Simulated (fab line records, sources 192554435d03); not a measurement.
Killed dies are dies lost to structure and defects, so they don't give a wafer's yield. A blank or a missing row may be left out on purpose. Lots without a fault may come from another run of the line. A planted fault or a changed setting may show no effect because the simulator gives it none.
Chamber matching | flow n5_finfet | N5_BEOL_M0_SAQP_MANDREL_ETCH_20 on rie_si-02: 4 sister chambers
The step etches a-Si in HBr/Cl2, stops on SiNx, target depth 60 nm, bt time 10 s, time 30 s. 22 wafers are shown with their chamber, then 11 later ones without.

WAFERS WITH THEIR CHAMBER
wafer  | chamber | drypump_motor_current_A (A) | throttle_valve_pct (%) | oes_product_au (a.u.)
L076.4 | 0       | 5.4                         | 35.84                  | 0.780
L076.5 | 1       | 5.8                         | 35.94                  | 0.779
L076.6 | 2       | 5.3                         | 35.84                  | 0.780
L077.2 | 2       | 5.3                         | 35.87                  | 0.763
L077.5 | 1       | 5.8                         | 35.95                  | 0.770
L077.6 | 0       | 5.4                         | 35.86                  | 0.774
L078.3 | 3       | 6.1                         | 35.96                  | 0.754
L078.4 | 0       | 5.4                         | 35.87                  | 0.761
L078.6 | 3       | 6.1                         | 35.95                  | 0.749
L079.2 | 1       | 5.8                         | 35.92                  | 0.781
L079.3 | 2       | 5.2                         | 35.86                  | 0.766
L079.4 | 3       | 6.1                         | 35.93                  | 0.773
L080.2 | 0       | 5.4                         | 35.87                  | 0.777
L080.5 | 1       | 5.8                         | 35.93                  | 0.785
L080.6 | 2       | 5.2                         | 35.85                  | 0.779
L088.1 | 3       | 6.1                         | 35.94                  | 0.768
L088.5 | 0       | 5.4                         | 35.83                  | 0.780
L088.6 | 1       | 5.8                         | 35.93                  | 0.781
L090.1 | 0       | 5.4                         | 35.86                  | 0.777
L090.3 | 1       | 5.8                         | 35.94                  | 0.768
L090.4 | 2       | 5.2                         | 35.86                  | 0.770
L092.1 | 3       | 6.1                         | 35.94                  | 0.759

SIGNATURES (means of the wafers above)
reading                 | chamber 0 | chamber 1 | chamber 2 | chamber 3 | scatter within a chamber
drypump_motor_current_A | 5.400     | 5.800     | 5.240     | 6.100     | 0.0258
throttle_valve_pct      | 35.8550   | 35.9350   | 35.8560   | 35.9440   | 0.0128
oes_product_au          | 0.77483   | 0.77733   | 0.77160   | 0.76060   | 0.00784
Rule: a wafer's distance from a chamber is the root of the sum, over the readings, of the square of ((its reading less the chamber's mean) divided by the reading's scatter). The wafer belongs to the nearest chamber; if the next one is less than 2 further off, it can't be placed. The scatter: the root of (the sum of the squares of (reading less its chamber's mean) over the shown wafers, divided by (wafers less chambers)).

WAFERS WITHOUT THEIR CHAMBER
wafer  | drypump_motor_current_A (A) | throttle_valve_pct (%) | oes_product_au (a.u.)
L092.4 | 5.8                         | 35.95                  | 0.776
L092.6 | 5.8                         | 35.95                  | 0.775
L093.1 | 5.8                         | 35.96                  | 0.763
L093.2 | 5.4                         | 35.87                  | 0.767
L093.4 | 5.3                         | 35.86                  | 0.772
L094.1 | 5.8                         | 35.95                  | 0.768
L094.5 | 6.1                         | 35.95                  | 0.771
L094.6 | 5.4                         | 35.85                  | 0.787
L095.3 | 5.8                         | 35.95                  | 0.774
L095.5 | 5.4                         | 35.84                  | 0.784
L095.6 | 5.8                         | 35.93                  | 0.782

WHICH CHAMBER EACH WENT THROUGH
wafer  | from the rows above     | in truth
L092.4 | 1                       | 1
L092.6 | 1                       | 1
L093.1 | 1                       | 1
L093.2 | 0                       | 0
L093.4 | can't be placed: 2 or 0 | 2
L094.1 | 1                       | 1
L094.5 | 3                       | 3
L094.6 | 0                       | 0
L095.3 | 1                       | 1
L095.5 | 0                       | 0
L095.6 | 1                       | 1
Placed correctly: 10 of 11. Can't be placed from these rows: 1 (the true chamber is among the candidates in 1). Placed wrongly: 0.
